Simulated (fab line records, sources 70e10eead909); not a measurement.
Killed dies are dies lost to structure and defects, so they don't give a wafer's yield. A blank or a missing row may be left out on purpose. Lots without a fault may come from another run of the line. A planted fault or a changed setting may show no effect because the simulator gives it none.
fab line records | flow nand_harc
record lots=6 wafers=18 last_day=34
route steps=1302 shown P_ZERO_WELL@14 END@1302
lots that met no fault: from a run of the same line without faults
start_h: hours from the record's first day to the start of the lot's first wafer shown | wait_h: hours since the lot's step before | " the same as in the row above | L1.1+2: a row that stands for several wafers | - no value, or no start given | * or withheld: withheld | < > ~ a bound
route shown NAME@n: a module of which the file shows steps, and the number in the route of the first | usual: mean/standard deviation of fault-free wafers | same: alike in all rows | chamber/n: place in a boat | sites: the reading at each site | _std_site: their standard deviation | _edge_site: outer sites' mean less inner sites' | radius_mm: how far each site lies from the wafer's centre | mask NAME#n: copy n | behind: the tool/chamber that last shaped the wafer | hold: why the lot was held/for how many hours/how that ended | device: the transistor (n, p or np) that didn't switch | end of line: the same wafers' tests at the end of the route | a step without rows: its recipe alone | killed: dies lost to structure and defects at the first sort, not the wafer's yield | map: a wafer's dies, x killed, . not, _ none there
set.NAME: the setting as run; set.NAME@STEP: as run at that earlier step | model.NAME: the simulator's own value behind a step, which no gauge read
lots at some steps of the route; a table a step, a row a wafer
services: from which hour (start_h, from the record's first day; less than 0 if before it) a tool's chamber was out of use, for how many hours, and why
## steps
# step NHARC_P_ZERO_WELL_CD_MEAS_11
# recipe target_cd_nm=500 landing_energy_ev=500
# usual cd_nm=499.6/2.2
# columns lot.wafer tool chamber start_h wait_h cd_nm
L733.1 cd_sem-01 0 21.24 - 502.3
L733.3 " 0 " " 499.8
L733.6 " 0 " " 500.7
L734.1 cd_sem-01 0 31.12 - 498.9
L734.4 " 0 " " 498.1
L734.6 " 0 " " 500.0
L741.1 cd_sem-03 0 101.12 - 502.5
L741.3 " 0 " " 504.0
L741.4 " 0 " " 501.7
L742.2 cd_sem-02 0 111.12 - 501.9
L742.3 " 0 " " 501.7
L742.5 " 0 " " 502.7
L744.1 cd_sem-03 0 131.24 - 503.2
L744.4 " 0 " " 502.0
L744.6 " 0 " " 502.2
L755.2 cd_sem-02 0 241.12 - 498.2
L755.5 " 0 " " 498.4
L755.6 " 0 " " 497.0
# step NHARC_P_ZERO_WELL_HARDBAKE_12
# recipe temp_c=118 time_s=65
# step NHARC_P_ZERO_WELL_DESCUM_13
# recipe time_s=3 o2_flow_sccm=200 ar_flow_sccm=0 bias_power_w=0 chemistry=O2
# usual drypump_motor_current_A=5.7/0.47 oes_product_au=1.003/0.011 rf_vpp_V=57.7/0.96 showerhead_plenum_p_Torr=1.91/0.1 throttle_valve_pct=11.311/0.0086
# columns lot.wafer tool chamber start_h wait_h drypump_motor_current_A oes_product_au rf_hours_counter_h rf_vpp_V showerhead_plenum_p_Torr throttle_valve_pct
L733.3 rie_diel-13 1 21.40 - 5.1 0.998 7 57.1 1.78 11.319
L733.1 " 3 " " 6.4 1.020 8 58.3 1.81 11.308
L733.6 " 1 " " 5.1 0.998 - 57.5 1.78 11.317
L734.1 rie_diel-04 2 31.27 - 5.3 1.002 6 56.7 1.81 11.301
L734.4 " 0 " " 6.3 0.988 6 58.3 1.98 11.311
L734.6 " 2 " " 5.3 1.010 - 58.2 1.81 11.315
L741.1 rie_diel-13 3 101.27 - 6.4 1.017 33 55.6 1.80 11.300
L741.4 " 1 " " 5.1 0.998 28 58.7 1.78 11.313
L741.3 " 2 " " 5.6 1.007 27 58.6 2.01 11.317
L742.3 rie_diel-04 2 111.30 - 5.3 0.994 39 56.7 1.80 11.294
L742.2 " 3 " " 5.2 1.001 40 57.3 1.83 11.298
L742.5 " 1 " " 5.0 1.005 - 57.8 2.01 11.310
L744.1 rie_diel-04 2 131.39 - 5.3 0.994 47 55.8 1.80 11.321
L744.4 " 0 " " 6.2 0.985 43 57.0 1.96 11.320
L744.6 " 2 " " 5.3 1.002 - 56.7 1.80 11.308
L755.2 rie_diel-13 3 241.28 - 6.4 1.003 20 56.8 1.79 11.300
L755.5 " 2 " " 5.6 1.009 - 58.2 1.99 11.312
L755.6 " 3 " " 6.4 1.004 - 57.4 1.79 11.310
# step NHARC_P_ZERO_WELL_ETCH_65
# recipe target_depth_a=800 overetch_a=240 time_s=87.88 ion_energy_ev=200 n2_flow_sccm=150 h2_flow_sccm=150 ar_flow_sccm=0 rf_w=400 bias_w=150 chemistry=N2/H2
# usual drypump_motor_current_A=5.7/0.48 oes_product_au=1.002/0.011 rf_vpp_V=430/3.3 showerhead_plenum_p_Torr=2.03/0.11 throttle_valve_pct=14.171/0.0092
# columns lot.wafer tool chamber start_h wait_h drypump_motor_current_A oes_product_au rf_hours_counter_h rf_vpp_V showerhead_plenum_p_Torr throttle_valve_pct
L733.1 rie_diel-13 3 21.48 0.1 6.4 1.016 8 428 1.93 14.177
L733.3 " 2 " " 5.6 1.009 9 435 2.15 14.189
L733.6 " 0 " " 6.1 1.007 - 433 2.07 14.176
L734.1 rie_diel-04 3 31.36 0.1 5.2 0.999 6 428 1.96 14.172
L734.4 " 0 " " 6.3 0.997 6 434 2.11 14.183
L734.6 " 3 " " 5.2 1.001 - 428 1.96 14.169
L741.4 rie_diel-13 2 104.17 2.9 5.6 1.008 31 433 2.14 14.166
L741.3 " 3 " " 6.4 1.015 34 425 1.92 14.170
L741.1 " 1 " " 5.1 1.007 32 426 1.89 14.175
L742.3 rie_diel-04 0 111.36 0.1 6.3 0.980 36 432 2.10 14.156
L742.2 " 2 " " 5.3 1.000 39 427 1.91 14.173
L742.5 " 1 " " 5.0 1.009 - 433 2.14 14.156
L744.4 rie_diel-04 2 131.48 0.1 5.3 1.003 47 427 1.91 14.163
L744.1 " 0 " " 6.2 0.988 43 431 2.10 14.178
L744.6 " 2 " " 5.3 0.993 - 427 1.91 14.179
L755.2 rie_diel-13 0 241.38 0.1 6.1 1.010 18 431 2.05 14.187
L755.5 " 1 " " 5.1 1.010 - 434 2.21 14.172
L755.6 " 2 " " 5.6 1.007 - 433 2.12 14.164
# step NHARC_P_ZERO_WELL_ETCH_62
# recipe target_depth_a=130 time_s=6.5 chf3_flow_sccm=50 ar_flow_sccm=200 rf_w=500 bias_w=200 chemistry=CHF3/Ar
# step NHARC_P_ZERO_WELL_ETCH_63
# recipe target_depth_a=1200 time_s=40.1 hbr_flow_sccm=150 cl2_flow_sccm=50 rf_w=400 icp_w=400 bias_w=100 chemistry=HBr/Cl2
# usual drypump_motor_current_A=5.8/0.44 oes_product_au=0.999/0.01 throttle_valve_pct=26.406/0.0079
# columns lot.wafer tool chamber start_h wait_h drypump_motor_current_A oes_product_au rf_hours_counter_h throttle_valve_pct
L733.1 rie_si-06 2 21.67 - 6.1 0.993 0.59 26.428
L733.3 " 0 " " 5.2 1.013 0.74 26.410
L733.6 " 1 " " 6.1 1.005 - 26.392
L734.4 rie_si-04 3 31.53 - 5.8 1.007 0.23 26.387
L734.1 " 0 " " 5.7 0.994 0.23 26.407
L734.6 " 3 " " 5.8 1.004 - 26.401
L741.3 rie_si-04 2 104.34 - 5.0 0.997 0.65 26.392
L741.4 " 0 " " 5.7 0.980 0.74 26.400
L741.1 " 1 " " 6.2 0.989 0.61 26.411
L742.3 rie_si-01 3 111.54 - 6.2 1.014 0.49 26.407
L742.2 " 0 " " 5.4 1.009 0.56 26.401
L742.5 " 3 " " 6.2 1.006 - 26.406
L744.1 rie_si-06 1 131.69 - 6.1 1.026 0.26 26.412
L744.4 " 3 " " 6.3 1.009 - 26.410
L744.6 " 1 " " 6.1 1.011 - 26.409
L755.2 rie_si-04 2 241.53 - 5.0 0.999 0.40 26.410
L755.6 " 2 " " 5.0 0.996 - 26.411
L755.5 " 3 " " 5.9 1.008 - 26.404
# step NHARC_P_ZERO_WELL_STRIP_15
# recipe time_s=900 temp_c=130 chemistry=SPM
# step NHARC_P_ZERO_WELL_DEHYDRATE_16
# recipe temp_c=150 time_s=120
# step NHARC_P_ZERO_WELL_HMDS_17
# recipe time_s=30
# step NHARC_P_ZERO_WELL_COAT_18
# recipe spin_rpm=withheld
# step NHARC_P_ZERO_WELL_SOFTBAKE_19
# recipe temp_c=122 time_s=95
# step NHARC_P_ZERO_WELL_EBR_20
# step NHARC_P_ZERO_WELL_EXPOSE_21
# recipe na=0.6 target_cd_nm=720 dose_mj=22.31 mask_id=P_NWELL
# same na=0.6
# columns lot.wafer tool chamber start_h wait_h mask model.P_ZERO_WELL.overlay_x_nm
L733.1+3+6 krf_scanner-01 0 22.42 - P_NWELL#0 2.328
L734.1+4+6 krf_scanner-01 0 32.18 - P_NWELL#0 1.057
L741.1+3+4 krf_scanner-01 0 105.11 - P_NWELL#0 -9.584
L742.2+3+5 krf_scanner-01 0 112.20 - P_NWELL#0 248.5
L744.1+4+6 krf_scanner-01 0 132.45 - P_NWELL#0 247.2
L755.2+5+6 krf_scanner-03 0 242.31 - P_NWELL#0 6.585
# step NHARC_P_ZERO_WELL_PEB_22
# recipe peb_temp_c=118 peb_time_s=85
# step NHARC_P_ZERO_WELL_DEVELOP_23
# recipe time_s=70
# step NHARC_P_ZERO_WELL_CD_MEAS_24
# recipe target_cd_nm=720 landing_energy_ev=500
# usual cd_nm=718.5/1.7
# columns lot.wafer tool chamber start_h wait_h cd_nm
L733.1 cd_sem-02 0 22.58 - 719.0
L733.3 " 0 " " 717.5
L733.6 " 0 " " 716.6
L734.1 cd_sem-01 0 32.33 - 719.7
L734.4 " 0 " " 717.0
L734.6 " 0 " " 714.0
L741.1 cd_sem-02 0 105.27 - 720.7
L741.3 " 0 " " 721.7
L741.4 " 0 " " 721.0
L742.2 cd_sem-01 0 112.36 - 717.3
L742.3 " 0 " " 717.2
L742.5 " 0 " " 716.0
L744.1 cd_sem-03 0 132.61 - 719.0
L744.4 " 0 " " 718.9
L744.6 " 0 " " 718.4
L755.2 cd_sem-01 0 242.46 - 718.9
L755.5 " 0 " " 715.2
L755.6 " 0 " " 716.8
# step NHARC_P_ZERO_WELL_HARDBAKE_25
# recipe temp_c=125 time_s=80
# step NHARC_P_ZERO_WELL_DESCUM_26
# recipe time_s=3 o2_flow_sccm=200 ar_flow_sccm=0 bias_power_w=0 chemistry=O2
# usual drypump_motor_current_A=5.7/0.48 oes_product_au=1.001/0.0099 rf_vpp_V=57.8/0.83 showerhead_plenum_p_Torr=1.90/0.1 throttle_valve_pct=11.311/0.0091
# columns lot.wafer tool chamber start_h wait_h drypump_motor_current_A oes_product_au rf_hours_counter_h rf_vpp_V showerhead_plenum_p_Torr throttle_valve_pct
L733.3 rie_diel-13 3 22.74 - 6.4 1.014 8 57.1 1.81 11.325
L733.1 " 0 " " 6.1 1.002 6 56.8 1.94 11.303
L733.6 " 3 " " 6.4 1.012 - 57.5 1.81 11.302
L734.4 rie_diel-04 3 32.51 - 5.2 1.007 6 57.3 1.84 11.319
L734.1 " 0 " " 6.3 0.993 6 56.8 1.98 11.321
L734.6 " 2 " " 5.3 1.002 - 57.6 1.81 11.315
L741.3 rie_diel-13 3 105.43 - 6.4 1.014 34 58.8 1.80 11.309
L741.4 " 0 " " 6.1 0.994 30 57.2 1.93 11.331
L741.1 " 1 " " 5.1 0.993 32 57.3 1.78 11.314
L742.2 rie_diel-11 1 112.53 - 5.7 1.006 8 57.3 1.87 11.305
L742.3 " 2 " " 5.8 0.998 7 58.9 2.06 11.314
L742.5 " 0 " " 5.7 1.016 - 58.8 1.80 11.314
L744.4 rie_diel-13 3 132.77 - 6.4 1.000 43 57.5 1.80 11.318
L744.1 " 0 " " 6.1 1.000 38 57.3 1.93 11.286
L744.6 " 0 " " 6.2 1.003 - 57.5 1.93 11.310
L755.2 rie_diel-11 0 242.63 - 5.7 1.009 49 57.3 1.79 11.313
L755.5 " 3 " " 5.2 0.993 - 58.9 2.06 11.319
L755.6 " 0 " " 5.7 1.005 - 56.6 1.79 11.305
# step NHARC_P_ZERO_WELL_IMPLANT_27
# recipe energy_kev=600 dose_cm2=1e+13 tilt_deg=7
# step NHARC_P_ZERO_WELL_IMPLANT_57
# recipe energy_kev=250 dose_cm2=4e+12 tilt_deg=7
# step NHARC_P_ZERO_WELL_IMPLANT_58
# recipe energy_kev=100 dose_cm2=2e+12 tilt_deg=7
# step NHARC_P_ZERO_WELL_STRIP_28
# recipe time_s=840 temp_c=130 chemistry=SPM
# step NHARC_P_ZERO_WELL_DEHYDRATE_29
# recipe temp_c=150 time_s=120
# step NHARC_P_ZERO_WELL_HMDS_30
# recipe time_s=30
# step NHARC_P_ZERO_WELL_COAT_31
# recipe spin_rpm=withheld
# step NHARC_P_ZERO_WELL_SOFTBAKE_32
# recipe temp_c=122 time_s=95
# step NHARC_P_ZERO_WELL_EBR_33
# step NHARC_P_ZERO_WELL_EXPOSE_34
# recipe na=0.6 target_cd_nm=720 dose_mj=22.31 mask_id=P_PWELL
# step NHARC_P_ZERO_WELL_PEB_35
# recipe peb_temp_c=118 peb_time_s=85
# step NHARC_P_ZERO_WELL_DEVELOP_36
# recipe time_s=70
# step NHARC_P_ZERO_WELL_CD_MEAS_37
# recipe target_cd_nm=720 landing_energy_ev=500
# usual cd_nm=718.5/1.8
# columns lot.wafer tool chamber start_h wait_h cd_nm
L733.1 cd_sem-01 0 24.12 - 721.8
L733.3 " 0 " " 719.0
L733.6 " 0 " " 717.8
L734.1 cd_sem-01 0 33.85 - 719.1
L734.4 " 0 " " 715.7
L734.6 " 0 " " 718.3
L741.1 cd_sem-01 0 106.90 - 718.2
L741.3 " 0 " " 716.3
L741.4 " 0 " " 718.8
L742.2 cd_sem-02 0 114.00 - 717.7
L742.3 " 0 " " 716.5
L742.5 " 0 " " 717.1
L744.1 cd_sem-01 0 134.26 - 721.3
L744.4 " 0 " " 718.9
L744.6 " 0 " " 721.4
L755.2 cd_sem-01 0 244.09 - 716.9
L755.5 " 0 " " 718.8
L755.6 " 0 " " 718.0
# step NHARC_P_ZERO_WELL_HARDBAKE_38
# recipe temp_c=125 time_s=80
# step NHARC_P_ZERO_WELL_DESCUM_39
# recipe time_s=3 o2_flow_sccm=200 ar_flow_sccm=0 bias_power_w=0 chemistry=O2
# usual drypump_motor_current_A=5.6/0.49 oes_product_au=0.999/0.01 rf_vpp_V=57.7/0.94 showerhead_plenum_p_Torr=1.90/0.099 throttle_valve_pct=11.311/0.0089
# columns lot.wafer tool chamber start_h wait_h drypump_motor_current_A oes_product_au rf_hours_counter_h rf_vpp_V showerhead_plenum_p_Torr throttle_valve_pct
L733.1 rie_diel-04 3 24.28 - 5.2 1.014 5 57.8 1.84 11.308
L733.3 " 0 " " 6.3 1.002 5 58.8 1.98 11.319
L733.6 " 3 " " 5.2 1.011 - 57.3 1.84 11.314
L734.1 rie_diel-11 1 34.02 - 5.7 0.985 40 57.7 1.88 11.332
L734.4 " 2 " " 5.8 0.987 45 58.8 2.06 11.290
L734.6 " 1 " " 5.7 0.990 - 58.8 1.88 11.321
L741.3 rie_diel-13 1 107.06 - 5.1 1.001 32 57.7 1.78 11.298
L741.4 " 2 " " 5.6 1.003 31 56.9 2.00 11.307
L741.1 " 0 " " 6.1 1.000 30 58.6 1.93 11.316
L742.3 rie_diel-04 1 114.16 - 5.0 1.010 36 60.5 2.01 11.313
L742.2 " 0 " " 6.3 0.992 37 58.1 1.97 11.298
L742.5 " 1 " " 5.0 1.006 - 58.8 2.01 11.302
L744.4 rie_diel-04 0 134.42 - 6.3 0.985 43 58.6 1.97 11.309
L744.1 " 1 " " 5.0 1.007 43 58.1 2.00 11.305
L744.6 " 0 " " 6.3 0.989 - 58.9 1.96 11.324
L755.2 rie_diel-04 1 244.25 - 5.0 0.999 18 58.3 2.00 11.297
L755.6 " 1 " " 5.0 1.003 - 59.2 2.00 11.318
L755.5 " 2 " " 5.3 0.987 - 58.4 1.79 11.315
# step NHARC_P_ZERO_WELL_IMPLANT_40
# recipe energy_kev=300 dose_cm2=1e+13 tilt_deg=7
# step NHARC_P_ZERO_WELL_IMPLANT_59
# recipe energy_kev=120 dose_cm2=5e+12 tilt_deg=7
# step NHARC_P_ZERO_WELL_IMPLANT_60
# recipe energy_kev=30 dose_cm2=2e+12 tilt_deg=7
# step NHARC_P_ZERO_WELL_STRIP_41
# recipe time_s=840 temp_c=130 chemistry=SPM
# step NHARC_P_ZERO_WELL_DEHYDRATE_44
# recipe temp_c=150 time_s=120
# step NHARC_P_ZERO_WELL_HMDS_45
# recipe time_s=30
# step NHARC_P_ZERO_WELL_COAT_46
# recipe spin_rpm=withheld
# step NHARC_P_ZERO_WELL_SOFTBAKE_47
# recipe temp_c=122 time_s=95
# step NHARC_P_ZERO_WELL_EBR_48
# step NHARC_END_SORT_01
# recipe temp_c=25
# usual killed_at_array=52/17 killed_at_other=0.9/1.2 killed_at_periphery=3.9/2.7 killed_dies=57/16 killed_open=3.3/1.9 killed_short=2.5/1.5
# same gross_dies=677
# columns lot.wafer tool chamber start_h wait_h hold killed_at_array killed_at_other killed_at_periphery killed_dies killed_open killed_short
L733.1 prober-01 0 565.72 2.5 - 73 0 1 74 4 4
L733.3 prober-01 0 567.32 3.1 - 59 0 2 61 4 4
L733.6 prober-01 0 569.71 4.0 - 69 2 1 72 6 4
L742.2 prober-02 0 655.62 2.8 await_dispo/1.8h/scrap 59 3 615 677 1 4
L742.3 prober-02 0 656.42 3.1 await_dispo/1.8h/scrap 62 2 613 677 5 2
L742.5 prober-02 0 658.03 3.7 await_dispo/1.8h/scrap 59 3 615 677 6 2
L744.1 prober-01 0 669.75 2.5 await_dispo/3.7h/scrap 73 0 604 677 3 5
L744.4 prober-01 0 672.13 3.4 await_dispo/3.7h/scrap 54 0 623 677 5 5
L744.6 prober-01 0 673.72 4.0 await_dispo/3.7h/scrap 60 0 617 677 0 2
# killed by level:class
L733.1 A_CHANNEL_HOLE_D1:chamber_film_flake=31 A_SLIT:chamber_film_flake=11 A_CHANNEL_HOLE_D2:chamber_film_flake=8 A_CONTACT:chamber_film_flake=8 A_STAIRCASE:chamber_film_flake=5 A_ONON_D2:geometric_particle:short=2 A_SOURCE_PLATE:geometric_particle:short=1 A_ONON_D1:geometric_particle:open=1
L733.3 A_CHANNEL_HOLE_D1:chamber_film_flake=33 A_SLIT:chamber_film_flake=8 A_STAIRCASE:chamber_film_flake=7 A_CHANNEL_FILL_D1:geometric_particle:open=2 P_STI:geometric_particle:open=1 P_STI:chamber_film_flake=1 A_CHANNEL_HOLE_D1:geometric_particle:short=1 A_CHANNEL_FILL_D1:geometric_particle:short=1
L733.6 A_CHANNEL_HOLE_D1:chamber_film_flake=37 A_SLIT:chamber_film_flake=10 A_CONTACT:chamber_film_flake=5 A_STAIRCASE:chamber_film_flake=4 A_CHANNEL_HOLE_D2:chamber_film_flake=3 A_ONON_D2:geometric_particle:short=2 A_SGD_CUT:geometric_particle:open=2 THIN_TSV:chamber_film_flake=2
L742.2 P_ZERO_WELL:overlay=611 A_CHANNEL_HOLE_D1:chamber_film_flake=34 A_CHANNEL_HOLE_D2:chamber_film_flake=14 A_CONTACT:chamber_film_flake=3 THIN_TSV:chamber_film_flake=3 A_CHANNEL_FILL_D1:geometric_particle:short=2 P_STI:chamber_film_flake=2 A_CHANNEL_FILL_D1:chamber_film_flake=2
L742.3 P_ZERO_WELL:overlay=607 A_CHANNEL_HOLE_D1:chamber_film_flake=37 A_CHANNEL_HOLE_D2:chamber_film_flake=11 A_CONTACT:chamber_film_flake=5 P_STI:chamber_film_flake=3 A_SLIT:chamber_film_flake=2 THIN_TSV:chamber_film_flake=2 P_GATE:geometric_particle:open=1
L742.5 P_ZERO_WELL:overlay=612 A_CHANNEL_HOLE_D1:chamber_film_flake=40 A_CONTACT:chamber_film_flake=6 A_CHANNEL_HOLE_D2:chamber_film_flake=4 THIN_TSV:chamber_film_flake=3 A_BLC:geometric_particle:open=2 P_STI:chamber_film_flake=2 A_STAIRCASE:chamber_film_flake=2
L744.1 P_ZERO_WELL:overlay=599 A_CHANNEL_HOLE_D1:chamber_film_flake=40 A_CHANNEL_HOLE_D2:chamber_film_flake=21 A_CHANNEL_FILL_D1:geometric_particle:short=3 A_STAIRCASE:chamber_film_flake=3 P_CONTACT:geometric_particle:short=2 A_M1:chamber_film_flake=2 A_CHANNEL_FILL_D2:geometric_particle:open=1
L744.4 P_ZERO_WELL:overlay=622 A_CHANNEL_HOLE_D1:chamber_film_flake=28 A_CHANNEL_HOLE_D2:chamber_film_flake=5 A_ONON_D2:geometric_particle:open=3 A_M1:chamber_film_flake=3 A_CHANNEL_FILL_D2:geometric_particle:open=2 A_CHANNEL_FILL_D2:geometric_particle:short=2 A_WL_FILL:geometric_particle:short=2
L744.6 P_ZERO_WELL:overlay=614 A_CHANNEL_HOLE_D1:chamber_film_flake=35 A_CHANNEL_HOLE_D2:chamber_film_flake=14 P_ZERO_WELL:chamber_film_flake=2 A_CONTACT:chamber_film_flake=2 A_CHANNEL_FILL_D2:chamber_film_flake=2 A_CHANNEL_FILL_D1:geometric_particle:short=1 A_WL_FILL:geometric_particle:short=1
# map L742.2 (x killed, . not)
____________x____________
_________xxxxxxx_________
_______xxxxxxxxxxx_______
______xxxxxxxxxxxxx______
_____xxxxxxxxxxxxxxx_____
____xxxxxxxxxxxxxxxxx____
____xxxxxxxxxxxxxxxxx____
___xxxxxxxxxxxxxxxxxxx___
___xxxxxxxxxxxxxxxxxxx___
__xxxxxxxxxxxxxxxxxxxxx__
__xxxxxxxxxxxxxxxxxxxxx__
_xxxxxxxxxxxxxxxxxxxxxxx_
_xxxxxxxxxxxxxxxxxxxxxxx_
_xxxxxxxxxxxxxxxxxxxxxxx_
_xxxxxxxxxxxxxxxxxxxxxxx_
_xxxxxxxxxxxxxxxxxxxxxxx_
xxxxxxxxxxxxxxxxxxxxxxxxx
xxxxxxxxxxxxxxxxxxxxxxxxx
xxxxxxxxxxxxxxxxxxxxxxxxx
xxxxxxxxxxxxxxxxxxxxxxxxx
xxxxxxxxxxxxxxxxxxxxxxxxx
_xxxxxxxxxxxxxxxxxxxxxxx_
_xxxxxxxxxxxxxxxxxxxxxxx_
_xxxxxxxxxxxxxxxxxxxxxxx_
_xxxxxxxxxxxxxxxxxxxxxxx_
_xxxxxxxxxxxxxxxxxxxxxxx_
__xxxxxxxxxxxxxxxxxxxxx__
__xxxxxxxxxxxxxxxxxxxxx__
___xxxxxxxxxxxxxxxxxxx___
___xxxxxxxxxxxxxxxxxxx___
____xxxxxxxxxxxxxxxxx____
____xxxxxxxxxxxxxxxxx____
_____xxxxxxxxxxxxxxx_____
______xxxxxxxxxxxxx______
_______xxxxxxxxxxx_______
_________xxxxxxx_________
____________x____________
# map L744.1 (x killed, . not)
____________x____________
_________xxxxxxx_________
_______xxxxxxxxxxx_______
______xxxxxxxxxxxxx______
_____xxxxxxxxxxxxxxx_____
____xxxxxxxxxxxxxxxxx____
____xxxxxxxxxxxxxxxxx____
___xxxxxxxxxxxxxxxxxxx___
___xxxxxxxxxxxxxxxxxxx___
__xxxxxxxxxxxxxxxxxxxxx__
__xxxxxxxxxxxxxxxxxxxxx__
_xxxxxxxxxxxxxxxxxxxxxxx_
_xxxxxxxxxxxxxxxxxxxxxxx_
_xxxxxxxxxxxxxxxxxxxxxxx_
_xxxxxxxxxxxxxxxxxxxxxxx_
_xxxxxxxxxxxxxxxxxxxxxxx_
xxxxxxxxxxxxxxxxxxxxxxxxx
xxxxxxxxxxxxxxxxxxxxxxxxx
xxxxxxxxxxxxxxxxxxxxxxxxx
xxxxxxxxxxxxxxxxxxxxxxxxx
xxxxxxxxxxxxxxxxxxxxxxxxx
_xxxxxxxxxxxxxxxxxxxxxxx_
_xxxxxxxxxxxxxxxxxxxxxxx_
_xxxxxxxxxxxxxxxxxxxxxxx_
_xxxxxxxxxxxxxxxxxxxxxxx_
_xxxxxxxxxxxxxxxxxxxxxxx_
__xxxxxxxxxxxxxxxxxxxxx__
__xxxxxxxxxxxxxxxxxxxxx__
___xxxxxxxxxxxxxxxxxxx___
___xxxxxxxxxxxxxxxxxxx___
____xxxxxxxxxxxxxxxxx____
____xxxxxxxxxxxxxxxxx____
_____xxxxxxxxxxxxxxx_____
______xxxxxxxxxxxxx______
_______xxxxxxxxxxx_______
_________xxxxxxx_________
____________x____________
## services
# columns tool chamber start_h hours kind
rie_diel-04 - 0.90 9.0 pm
krf_scanner-01 - 11.17 0.2 repair
rie_si-04 - 17.23 0.1 repair
rie_diel-13 2 22.16 1.9 repair
rie_diel-13 1 34.88 11.3 repair
rie_diel-13 2 51.26 6.4 repair
rie_diel-11 2 52.70 11.1 repair
rie_diel-13 2 59.85 6.7 repair
rie_diel-11 2 64.91 4.5 repair
rie_diel-13 - 69.20 0.4 repair
rie_si-06 - 72.00 9.0 pm
rie_diel-11 2 73.57 18.2 repair
rie_diel-13 0 77.13 12.7 repair
rie_diel-11 - 80.00 9.0 pm
rie_si-04 3 116.40 38.1 repair
rie_diel-11 1 135.17 3.9 repair
krf_scanner-01 - 140.00 4.0 pm
rie_diel-04 1 149.06 4.5 repair
rie_si-04 - 165.00 9.0 pm
rie_diel-13 - 166.90 9.0 pm
rie_diel-04 1 167.24 5.7 repair
rie_diel-04 - 177.96 9.0 pm
rie_diel-13 1 205.60 3.9 repair
rie_diel-04 - 235.67 0.9 repair
## key
first_sign step=NHARC_END_SORT_01 reading=killed_at_periphery direction=up sigmas=99+ usual=3.9 struck=614.5
effect step=NHARC_END_SORT_01 reading=killed_dies direction=up sigmas=38 usual=57 struck=677
model_effect step=NHARC_P_ZERO_WELL_EXPOSE_21 value=P_ZERO_WELL.overlay_x_nm without=-7.691 struck=247.8
more_kills_born_at NHARC_P_ZERO_WELL_EXPOSE_21@krf_scanner-01=3665
met_at NHARC_P_ZERO_WELL_EXPOSE_21
struck_wafers L742.2,L742.3,L742.5,L744.1,L744.4,L744.6
tester_left_out L742,L744
onset_between 105.11 112.20
also_fits NHARC_P_ZERO_WELL_DESCUM_13:rie_diel-04,NHARC_P_ZERO_WELL_ETCH_65:rie_diel-04
fault kind=scanner_matching_overlay tool=krf_scanner-01 chamber=- onset_h=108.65 steps=NHARC_P_ZERO_WELL_EXPOSE_21 offset=255.51
# tester_left_out: of these lots the tester's yield and bins aren't shown, on N5 and GAA mostly nor the transistor test; their killed dies are dies lost to structure and defects alone, not to doping, threshold or leakage, so they don't give the yield
